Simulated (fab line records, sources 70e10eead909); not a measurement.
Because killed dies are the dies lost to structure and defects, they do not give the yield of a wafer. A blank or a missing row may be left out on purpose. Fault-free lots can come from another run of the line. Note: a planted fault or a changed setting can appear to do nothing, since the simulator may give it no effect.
Which tool did it?	flow nand-harc	72 wafers from 24 lots sampled at 6 of the route's 1159 steps

== WHAT THE GAUGES SHOWED, per wafer ==
Not one reading of a measure or inspect step in the record can be checked against a usual standard deviation.

== WHICH TOOL RAN EACH LOT (tool, then ch and the chambers of the sampled wafers, then the start) ==
lot	NHARC_A_SGD_CUT_STRIP_17	NHARC_A_SGD_CUT_STRIP_28	NHARC_A_SLIT_DEP_25	NHARC_A_WL_FILL_ALD_00	NHARC_A_CONTACT_ETCH_118	NHARC_A_CONTACT_ETCH_123
L074	rie-diel-09 ch 0,1,2, day 13 14:20 or earlier	rie-diel-03 ch 1,2,3, day 13 14:20 or earlier	pecvd-02 ch 0,1,2, day 13 14:20	ald-hk-01 ch 0,1,2, day 14 11:47	har-cap-etch-03 ch 0,1, day 15 23:14	har-cap-etch-03 ch 0,1, day 15 23:44
L077	rie-diel-09 ch 0,1,3, day 14 18:01 or earlier	rie-diel-09 ch 0,3, day 14 18:01 or earlier	pecvd-01 ch 0,1, day 14 18:01	ald-hk-01 ch 0,3, day 15 08:29	har-cap-etch-02 ch 0,1, day 16 23:23	har-cap-etch-02 ch 0,1, day 16 23:50
L075	rie-diel-03 ch 1,2,3, day 14 17:59 or earlier	rie-diel-03 ch 0,2,3, day 14 17:59 or earlier	pecvd-02 ch 0,2, day 14 17:59	ald-hk-01 ch 0,1,2, day 15 08:20	har-cap-etch-01 ch 0,1, day 16 23:24	har-cap-etch-01 ch 0,1, day 17 00:04
L076	rie-diel-09 ch 1,2, day 14 18:04 or earlier	rie-diel-09 ch 0,1, day 14 18:04 or earlier	pecvd-04 ch 1,2, day 14 18:04	ald-hk-01 ch 1,2,3, day 15 08:39	har-cap-etch-02 ch 0, day 17 02:57	har-cap-etch-02 ch 0, day 17 03:26
L080	rie-diel-06 ch 0,1,2, day 15 00:01 or earlier	rie-diel-06 ch 0,2,3, day 15 00:01 or earlier	pecvd-01 ch 1,2, day 15 00:01	ald-hk-01 ch 0,3, day 15 17:36	har-cap-etch-01 ch 0,1, day 17 13:32	har-cap-etch-01 ch 0,1, day 17 14:00
L079	rie-diel-03 ch 0,2,3, day 15 00:13 or earlier	rie-diel-09 ch 0,1, day 15 00:13 or earlier	pecvd-04 ch 1,2, day 15 00:13	ald-hk-02 ch 2,3, day 15 17:35	har-cap-etch-01 ch 1, day 17 03:58	har-cap-etch-01 ch 1, day 17 04:38
L078	rie-diel-06 ch 0,2,3, day 15 00:20 or earlier	rie-diel-03 ch 2,3, day 15 00:20 or earlier	pecvd-01 ch 0,1, day 15 00:20	ald-hk-02 ch 0,1,2, day 15 17:49	har-cap-etch-01 ch 0,1, day 17 09:18	har-cap-etch-01 ch 0,1, day 17 09:48
L082	rie-diel-03 ch 0,2,3, day 16 03:01 or earlier	rie-diel-03 ch 2,3, day 16 03:01 or earlier	pecvd-01 ch 0,1, day 16 03:01	ald-hk-01 ch 0,2,3, day 16 22:05	har-cap-etch-01 ch 0,1, day 18 15:09	har-cap-etch-01 ch 0,1, day 18 15:37
L081	rie-diel-09 ch 0,3, day 16 02:53 or earlier	rie-diel-06 ch 0,3, day 16 02:53	pecvd-02 ch 0,1,2, day 16 03:05	ald-hk-02 ch 0,3, day 16 22:04	har-cap-etch-03 ch 0,1, day 18 15:15	har-cap-etch-03 ch 0,1, day 18 15:52
L083	rie-diel-09 ch 0,2, day 16 16:31 or earlier	rie-diel-06 ch 0,2,3, day 16 16:31	pecvd-02 ch 1,2, day 16 16:41	ald-hk-01 ch 0,1,3, day 17 09:34	har-cap-etch-02 ch 0,1, day 18 19:58	har-cap-etch-02 ch 0,1, day 18 20:31
L084	rie-diel-03 ch 0,1,3, day 16 16:42 or earlier	rie-diel-09 ch 2,3, day 16 16:42 or earlier	pecvd-01 ch 1,2, day 16 16:42	ald-hk-03 ch 1,2, day 17 09:30	har-cap-etch-01 ch 0,1, day 18 20:26	har-cap-etch-01 ch 0,1, day 18 20:56
L085	rie-diel-06 ch 2,3, day 16 21:17 or earlier	rie-diel-06 ch 0,2,3, day 16 21:17	pecvd-02 ch 1,2, day 16 21:31	ald-hk-01 ch 1,2,3, day 17 14:46	har-cap-etch-03 ch 0,1, day 19 03:28	har-cap-etch-03 ch 0,1, day 19 03:55
L086	rie-diel-06 ch 0,2, day 17 12:44	rie-diel-03 ch 2,3, day 17 20:11 or earlier	pecvd-01 ch 0,1, day 17 20:11	ald-hk-01 ch 0,2, day 18 10:30	har-cap-etch-02 ch 0,1, day 19 22:02	har-cap-etch-02 ch 0,1, day 19 22:46
L087	rie-diel-09 ch 0,1,2, day 17 19:52 or earlier	rie-diel-06 ch 0,3, day 17 19:52	pecvd-02 ch 0,2, day 17 20:31	ald-hk-03 ch 1,2,3, day 18 10:37	har-cap-etch-03 ch 0,1, day 19 22:05	har-cap-etch-03 ch 0,1, day 19 22:42
L088	rie-diel-09 ch 0,1,3, day 17 20:10 or earlier	rie-diel-09 ch 0,1, day 17 20:10 or earlier	pecvd-04 ch 0,2, day 17 20:10	ald-hk-03 ch 2,3, day 18 10:26	har-cap-etch-01 ch 0,1, day 20 04:17	har-cap-etch-01 ch 0,1, day 20 04:57
L089	rie-diel-06 ch 0,2,3, day 17 19:49 or earlier	rie-diel-06 ch 0,2,3, day 17 19:49	pecvd-02 ch 0,2, day 17 20:17	ald-hk-01 ch 1,3, day 18 10:38	har-cap-etch-03 ch 0,1, day 20 04:22	har-cap-etch-03 ch 0,1, day 20 04:53
L091	rie-diel-03 ch 1,2,3, day 19 00:50 or earlier	rie-diel-03 ch 0,1,2, day 19 00:50 or earlier	pecvd-02 ch 0,2, day 19 00:50	ald-hk-03 ch 0,2,3, day 19 15:47	har-cap-etch-03 ch 0,1, day 21 04:23	har-cap-etch-03 ch 0,1, day 21 04:51
L090	rie-diel-09 ch 0,2,3, day 19 00:29 or earlier	rie-diel-06 ch 0,2,3, day 19 00:29	pecvd-01 ch 0,1,2, day 19 00:44	ald-hk-02 ch 0,2,3, day 19 15:47	har-cap-etch-01 ch 0,1, day 21 04:37	har-cap-etch-01 ch 0,1, day 21 05:05
L092	rie-diel-03 ch 1,2,3, day 19 00:56 or earlier	rie-diel-03 ch 2,3, day 19 00:56 or earlier	pecvd-01 ch 1,2, day 19 00:56	ald-hk-03 ch 1,3, day 19 15:58	har-cap-etch-02 ch 0,1, day 21 13:33	har-cap-etch-02 ch 0,1, day 21 14:10
L093	rie-diel-09 ch 0,2, day 19 04:57 or earlier	rie-diel-03 ch 0,1,2, day 19 04:57 or earlier	pecvd-01 ch 0,1,2, day 19 04:57	ald-hk-03 ch 1,3, day 20 02:44	har-cap-etch-01 ch 0,1, day 22 05:13	har-cap-etch-01 ch 0,1, day 22 05:40
L095	rie-diel-03 ch 0,3, day 19 04:40 or earlier	rie-diel-06 ch 0,3, day 19 04:40 or earlier	pecvd-01 ch 1,2, day 19 04:40	ald-hk-01 ch 2,3, day 19 23:23	har-cap-etch-01 ch 1, day 21 23:26	har-cap-etch-01 ch 1, day 21 23:56
L096	rie-diel-06 ch 0,3, day 19 04:40 or earlier	rie-diel-03 ch 0,2,3, day 19 04:40 or earlier	pecvd-02 ch 0,1, day 19 04:40	ald-hk-01 ch 1,2, day 20 02:43	har-cap-etch-03 ch 0,1, day 22 01:13	har-cap-etch-03 ch 0,1, day 22 01:40
L094	rie-diel-03 ch 0,2, day 19 04:24 or earlier	rie-diel-03 ch 1,3, day 19 04:24 or earlier	pecvd-01 ch 0,1,2, day 19 04:24	ald-hk-02 ch 0,1,2, day 19 23:23	har-cap-etch-03 ch 0,1, day 21 20:56	har-cap-etch-03 ch 0,1, day 21 21:24
L097	rie-diel-06 ch 0,2, day 19 04:23 or earlier	rie-diel-06 ch 0,1,3, day 19 04:23	pecvd-04 ch 0,1,2, day 19 04:40	ald-hk-03 ch 0,2,3, day 20 02:52	har-cap-etch-01 ch 0,1, day 22 07:32	har-cap-etch-01 ch 0,1, day 22 08:02
- NHARC_A_SGD_CUT_STRIP_17: strips in O2.
- NHARC_A_SGD_CUT_STRIP_28: strips in O2, time 20 s.
- NHARC_A_SLIT_DEP_25: deposits SiO2, target thk 200 nm.
- NHARC_A_WL_FILL_ALD_00: deposits Al2O3, target thk 3 nm, pulse time 3 s, ald cycles 30.
- NHARC_A_CONTACT_ETCH_118: etches the open film in C4F8/O2/Ar, time 94 s, target depth 922 nm.
- NHARC_A_CONTACT_ETCH_123: etches the open film in C4F8/O2/Ar, time 253 s, target depth 1090 nm.

== WHAT THE TOOLS THEMSELVES READ (means of the sampled wafers that have a number; where no wafer has one, the mark that the record gives instead) ==
NHARC_A_SGD_CUT_STRIP_17. Usual: drypump-motor-current-A 5.8 A, standard deviation 0.46; mfc-ar-sccm 0.015 sccm, standard deviation 0.013; oes-product-au 1.004 a.u., standard deviation 0.011; rf-vpp-V 57.7 V, standard deviation 0.94; showerhead-plenum-p-Torr 3.49 Torr, standard deviation 0.16; throttle-valve-pct 17.037 %, standard deviation 0.0099.
lot	tool	drypump-motor-current-A (A)	mfc-ar-sccm (sccm)	oes-product-au (a.u.)	rf-vpp-V (V)	showerhead-plenum-p-Torr (Torr)	throttle-valve-pct (%)	flag
L074	rie-diel-09	5.3	0.015	1.002	56.9	3.41	17.028	
L077	rie-diel-09	5.8	0.020	1.001	57.1	3.40	17.027	
L075	rie-diel-03	5.8	0.012	1.011	57.8	3.38	17.042	
L076	rie-diel-09	5.1	0.028	1.008	57.8	3.42	17.040	
L080	rie-diel-06	5.7	0.013	1.010	57.8	3.57	17.028	
L079	rie-diel-03	5.9	0.012	1.007	57.5	3.47	17.042	
L078	rie-diel-06	5.9	0.016	1.010	57.3	3.73	17.039	
L082	rie-diel-03	5.9	0.012	1.011	56.7	3.47	17.027	
L081	rie-diel-09	6.2	0.013	0.993	58.4	3.36	17.028	
L083	rie-diel-09	5.5	0.002	1.008	57.4	3.39	17.040	
L084	rie-diel-03	5.9	0.014	1.011	57.2	3.39	17.034	
L085	rie-diel-06	6.4	0.018	1.010	58.2	3.75	17.047	
L086	rie-diel-06	5.8	0.025	0.999	58.3	3.73	17.041	
L087	rie-diel-09	5.3	0.015	1.003	59.0	3.40	17.034	
L088	rie-diel-09	5.7	0.020	0.990	57.1	3.40	17.044	
L089	rie-diel-06	5.9	0.016	1.005	58.3	3.72	17.040	
L091	rie-diel-03	5.8	0.012	0.989	57.2	3.38	17.046	
L090	rie-diel-09	5.8	0.008	0.999	57.5	3.37	17.033	
L092	rie-diel-03	5.8	0.012	1.010	57.0	3.38	17.036	
L093	rie-diel-09	5.5	0.002	1.006	56.9	3.39	17.049	
L095	rie-diel-03	6.0	0.008	1.010	58.1	3.38	17.039	
L096	rie-diel-06	6.1	0.007	0.993	58.5	3.72	17.033	
L094	rie-diel-03	5.8	0.016	1.005	57.3	3.54	17.036	
L097	rie-diel-06	5.8	0.025	1.008	58.7	3.73	17.035	

NHARC_A_SGD_CUT_STRIP_28. Usual: drypump-motor-current-A 5.8 A, standard deviation 0.44; mfc-ar-sccm 0.014 sccm, standard deviation 0.012; oes-product-au 1.006 a.u., standard deviation 0.011; rf-vpp-V 57.8 V, standard deviation 0.88; showerhead-plenum-p-Torr 3.51 Torr, standard deviation 0.17; throttle-valve-pct 17.037 %, standard deviation 0.0092.
lot	tool	drypump-motor-current-A (A)	mfc-ar-sccm (sccm)	oes-product-au (a.u.)	rf-vpp-V (V)	showerhead-plenum-p-Torr (Torr)	throttle-valve-pct (%)	flag
L074	rie-diel-03	5.8	0.012	1.008	57.4	3.39	17.035	
L077	rie-diel-09	6.0	0.006	1.014	56.1	3.39	17.035	
L075	rie-diel-03	5.9	0.012	1.009	57.1	3.47	17.031	
L076	rie-diel-09	5.3	0.027	1.002	58.0	3.44	17.050	
L080	rie-diel-06	5.9	0.016	1.013	57.9	3.73	17.039	
L079	rie-diel-09	5.3	0.027	1.012	57.7	3.44	17.043	
L078	rie-diel-03	5.8	0.010	1.002	57.6	3.46	17.028	
L082	rie-diel-03	5.9	0.007	1.000	58.4	3.39	17.028	
L081	rie-diel-06	6.1	0.007	1.010	57.2	3.72	17.024	
L083	rie-diel-06	5.9	0.016	1.002	58.1	3.72	17.036	
L084	rie-diel-09	6.0	0.014	0.996	57.4	3.35	17.041	
L085	rie-diel-06	5.9	0.016	1.007	58.7	3.72	17.041	
L086	rie-diel-03	5.8	0.010	0.994	57.8	3.46	17.036	
L087	rie-diel-06	5.7	0.005	1.012	57.7	3.69	17.033	
L088	rie-diel-09	5.3	0.027	1.011	57.1	3.43	17.042	
L089	rie-diel-06	5.9	0.016	1.015	59.1	3.72	17.043	
L091	rie-diel-03	5.8	0.018	1.007	57.7	3.46	17.045	
L090	rie-diel-06	5.9	0.016	1.001	59.2	3.72	17.034	
L092	rie-diel-03	5.9	0.007	1.003	57.6	3.38	17.035	
L093	rie-diel-03	5.8	0.018	1.008	58.3	3.46	17.033	
L095	rie-diel-06	5.7	0.005	0.989	58.1	3.69	17.035	
L096	rie-diel-03	5.9	0.012	1.000	57.8	3.46	17.042	
L094	rie-diel-03	5.9	0.009	1.009	57.2	3.30	17.037	
L097	rie-diel-06	5.9	0.004	0.992	57.7	3.56	17.040	

NHARC_A_SLIT_DEP_25. Usual: heater-power-outer-w 285 W, standard deviation 62; heater-power-w 544 W, standard deviation 110; rf-fwd-power-W 897.1 W, standard deviation 2.9; throttle-valve-pct 16.2 %, standard deviation 0.43.
lot	tool	heater-power-outer-w (W)	heater-power-w (W)	rf-fwd-power-W (W)	throttle-valve-pct (%)	flag
L074	pecvd-02	285	568	898.6	16.0	
L077	pecvd-01	247	475	899.8	16.0	
L075	pecvd-02	370	710	897.5	15.9	
L076	pecvd-04	320	625	895.3	17.0	
L080	pecvd-01	233	460	896.5	16.0	
L079	pecvd-04	326	642	899.0	17.1	
L078	pecvd-01	257	491	895.7	16.1	
L082	pecvd-01	214	428	896.6	15.9	
L081	pecvd-02	328	638	898.4	15.7	
L083	pecvd-02	264	586	895.6	15.9	
L084	pecvd-01	250	487	895.9	16.2	
L085	pecvd-02	323	623	899.9	15.8	
L086	pecvd-01	242	444	898.1	16.5	
L087	pecvd-02	306	588	895.7	16.0	
L088	pecvd-04	238	477	894.8	16.3	
L089	pecvd-02	390	736	895.5	15.9	
L091	pecvd-02	335	621	897.2	15.9	
L090	pecvd-01	284	516	895.9	16.2	
L092	pecvd-01	232	460	899.8	16.0	
L093	pecvd-01	219	432	898.4	16.3	
L095	pecvd-01	266	494	895.9	16.0	
L096	pecvd-02	256	510	897.2	15.8	
L094	pecvd-01	281	516	898.6	16.2	
L097	pecvd-04	277	557	896.7	16.5	

NHARC_A_WL_FILL_ALD_00. Usual: heater-power-outer-w 260 W, standard deviation 29; heater-power-w 469 W, standard deviation 55; precursor-pulse-height-rel 0.999, standard deviation 0.019.
lot	tool	heater-power-outer-w (W)	heater-power-w (W)	precursor-pulse-height-rel	flag
L074	ald-hk-01	243	448	0.979	
L077	ald-hk-01	271	499	1.017	
L075	ald-hk-01	242	451	1.009	
L076	ald-hk-01	232	422	0.996	
L080	ald-hk-01	259	471	0.992	
L079	ald-hk-02	278	483	0.998	
L078	ald-hk-02	259	466	1.014	
L082	ald-hk-01	262	466	0.980	
L081	ald-hk-02	272	480	0.996	
L083	ald-hk-01	251	455	1.005	
L084	ald-hk-03	260	451	1.001	
L085	ald-hk-01	232	429	0.992	
L086	ald-hk-01	257	460	1.006	
L087	ald-hk-03	267	470	0.994	
L088	ald-hk-03	278	482	1.013	
L089	ald-hk-01	234	419	1.014	
L091	ald-hk-03	278	505	1.005	
L090	ald-hk-02	257	467	0.996	
L092	ald-hk-03	280	472	0.987	
L093	ald-hk-03	276	468	0.997	
L095	ald-hk-01	245	443	0.984	
L096	ald-hk-01	228	403	0.992	
L094	ald-hk-02	262	476	1.000	
L097	ald-hk-03	280	518	0.988	

== THE ANSWER, worked out from the rows above alone ==
Rule: a lot counts as off when the mean over its wafers that have a number is more than 3 standard deviations away from the usual mean. A lot without any number at a reading at which 4 lots or more have one is off too. All remaining lots with rows at the step are treated as sound. The gauges are gone through in route order, then the tools' own readings, and for those a lot's mean is taken as printed above. At the first step where some lot is off, the reading lying furthest off is the one used; lots without a number count as furthest.
Nothing can be told from this: no lot is off at any reading shown.

== WHAT WAS PUT IN BY THE SIMULATOR ==
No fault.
